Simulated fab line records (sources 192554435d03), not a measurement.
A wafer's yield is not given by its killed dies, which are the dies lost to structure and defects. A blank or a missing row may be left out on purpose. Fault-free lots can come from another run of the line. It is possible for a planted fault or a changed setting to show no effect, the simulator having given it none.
3 desks looking at one fault + flow n5 finfet + each desk holds nothing but its own numbers, with what lay behind them at the end

## FROM THE METROLOGY DESK
Lot by lot, what the gauges showed, no matter which tool ran the lot: averages of those sampled wafers that carry a number. The brackets show how far a lot's mean lies from the usual mean; more than 4 standard deviations puts the lot out of limits, marked OUT. Readings shown: 7 of its 12, picked as those furthest out on some lot.
Columns: A = DIBL_P at N5_BEOL_M4_RC_MEAS_101, usual 35.6 mV/V; B = IOFF_P at N5_BEOL_M4_RC_MEAS_101, usual 0.20 nA/um; C = IOFF_P_LONG at N5_BEOL_M4_RC_MEAS_101, usual 0.000107 nA/um; D = ION_P at N5_BEOL_M4_RC_MEAS_101, usual 462 uA/um; E = SS_P at N5_BEOL_M4_RC_MEAS_101, usual 73.1 mV/dec; F = VT_P at N5_BEOL_M4_RC_MEAS_101, usual -251 mV; G = VT_P_LONG at N5_BEOL_M4_RC_MEAS_101, usual -275 mV
| lot  | first seen here | A    | B    | C        | D   | E    | F    | G    |
|------|-----------------|------|------|----------|-----|------|------|------|
| L358 | day 7 15:10     | 35.3 | 0.16 | 0.000091 | 454 | 72.8 | -257 | -281 |
| L360 | day 8 00:16     | 35.3 | 0.21 | 0.000110 | 468 | 73.0 | -248 | -275 |
| L359 | day 8 02:58     | 37.6 | 0.21 | 0.000103 | 459 | 73.3 | -248 | -275 |
| L366 | day 9 12:13     | 34.2 | 0.21 | 0.000116 | 465 | 73.0 | -248 | -273 |
| L367 | day 10 02:16    | 34.9 | 0.20 | 0.000113 | 464 | 72.9 | -248 | -272 |
| L374 | day 11 22:31    | 34.6 | 0.25 | 0.000137 | 476 | 72.9 | -245 | -266 |
| L376 | day 12 03:19    | 36.5 | 0.28 | 0.000134 | 479 | 73.2 | -242 | -266 |
| L379 | day 13 02:19    | 40.2 | 0.25 | 0.000103 | 466 | 74.1 | -248 | -273 |
| L380 | day 13 18:52    | 35.2 | 0.20 | 0.000117 | 468 | 72.3 | -248 | -275 |
| L381 | day 13 22:43    | 35.0 | 0.20 | 0.000108 | 470 | 72.7 | -248 | -273 |
Finding of this desk: none of the 10 lots has anything out of limits.

## THE DEFECT DESK
Per lot, the means of the sampled wafers with a number show what the inspections along the route counted. The brackets show how far a lot's mean lies from the usual mean; more than 4 standard deviations puts the lot out of limits, marked OUT.
Columns: A = raw defect count at N5_BEOL_M4_INSPECT_59, usual 67
| lot  | first seen here | A  |
|------|-----------------|----|
| L358 | day 7 15:08     | 86 |
| L360 | day 8 00:14     | 49 |
| L359 | day 8 02:57     | 56 |
| L366 | day 9 12:11     | 64 |
| L367 | day 10 02:05    | 95 |
| L374 | day 11 22:29    | 81 |
| L376 | day 12 03:17    | 57 |
| L379 | day 13 02:17    | 59 |
| L380 | day 13 18:51    | 55 |
| L381 | day 13 22:41    | 60 |
Finding of this desk: none of the 10 lots has anything out of limits.

## TOOL OWNER'S DESK, epi rpcvd-02
The tool's own readings at N5_PMOS_HMC_CHANNEL_EPI_EPI_20 (deposits SiGe30, target thk 59 nm): means of the sampled wafers that have a number, for each lot that ran on this tool. The brackets show how far a lot's mean lies from the usual mean; more than 4 standard deviations puts the lot out of limits, marked OUT.
Columns: A = susceptor temp C at N5_PMOS_HMC_CHANNEL_EPI_EPI_20, usual 600.1 C
| lot  | first seen here | A     |
|------|-----------------|-------|
| L359 | day 2 00:01     | 600.0 |
| L366 | day 3 18:22     | 599.7 |
| L374 | day 5 18:14     | 599.7 |
| L376 | day 6 06:07     | 600.2 |
Finding of this desk: none of the 4 lots has anything out of limits.

## TAKEN TOGETHER
From the metrology desk's view, nothing was out of limits.
Nothing the defect desk looked at was out of limits.
The tool owner's desk saw nothing out of limits.

## WHAT HAD BEEN PUT IN BY THE SIMULATOR
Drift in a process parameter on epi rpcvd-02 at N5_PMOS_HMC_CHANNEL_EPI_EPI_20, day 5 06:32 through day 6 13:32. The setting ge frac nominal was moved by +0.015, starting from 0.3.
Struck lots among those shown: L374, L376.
